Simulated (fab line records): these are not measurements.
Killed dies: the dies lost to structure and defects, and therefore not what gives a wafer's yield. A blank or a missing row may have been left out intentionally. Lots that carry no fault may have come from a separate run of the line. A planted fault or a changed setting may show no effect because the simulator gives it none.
Chamber matching -- flow n5-finfet -- N5_HKMG_FIN_ETCH_35 on rie-diel-05 has 4 sister chambers
The step etches SOC in N2/H2, target depth 215.8 nm, time 243.4 s. 18 wafers are shown with their chamber, then 9 later ones without.

== WAFERS WITH THEIR CHAMBER ==
wafer,chamber,showerhead-plenum-p-Torr (Torr),oes-product-au (a.u.),drypump-motor-current-A (A)
L079.1,2,2.34,0.74,5.5
L079.4,1,2.65,0.77,6.2
L079.6,2,2.34,0.74,5.5
L082.2,0,2.62,0.70,5.1
L082.3,2,2.33,0.73,5.5
L082.6,0,2.62,0.71,5.1
L083.1,2,2.33,0.73,5.5
L083.3,1,2.65,0.76,6.2
L083.6,2,2.33,0.73,5.4
L084.1,3,2.50,1.00,5.5
L084.2,2,2.33,0.72,5.5
L084.5,1,2.64,0.76,6.1
L090.2,1,2.64,0.75,6.1
L090.3,2,2.33,0.71,5.4
L090.5,2,2.33,0.71,5.4
L091.3,2,2.33,0.72,5.5
L091.4,1,2.64,0.75,6.2
L091.6,2,2.33,0.71,5.5

SIGNATURES (means of the wafers above)
reading,chamber 0,chamber 1,chamber 2,chamber 3,scatter within a chamber
showerhead-plenum-p-Torr,2.6200,2.6440,2.3320,2.5000,0.00447
oes-product-au,0.7050,0.7580,0.7240,1.0000,0.0106
drypump-motor-current-A,5.100,6.160,5.470,5.500,0.0486
Rule: for a wafer and a chamber, the distance is found by dividing, reading by reading, the gap between the wafer's reading and the chamber's mean by the reading's scatter, squaring, summing and taking the root. The wafer belongs to the nearest chamber; if the next one is less than 2 further off, it can't be placed. The scatter: the root of (the sum of the squares of (reading less its chamber's mean) over the shown wafers, divided by (wafers less chambers)).

== WAFERS WITH NO CHAMBER GIVEN ==
wafer,showerhead-plenum-p-Torr (Torr),oes-product-au (a.u.),drypump-motor-current-A (A)
L093.1,2.32,0.71,5.5
L093.4,2.50,0.94,5.6
L093.6,2.49,0.93,5.5
L095.3,2.61,0.93,5.2
L095.5,2.63,0.74,6.1
L095.6,2.61,0.95,5.2
L097.2,2.61,0.93,5.1
L097.4,2.63,0.73,6.2
L097.5,2.32,0.71,5.5

== CHAMBER TAKEN BY EACH ==
wafer,from the rows above,in truth
L093.1,2,2
L093.4,3,3
L093.6,3,3
L095.3,0,0
L095.5,1,1
L095.6,0,0
L097.2,0,0
L097.4,1,1
L097.5,2,2
9 of 9 placed correctly. Not placeable from these rows: 0. Wrongly placed: 0.
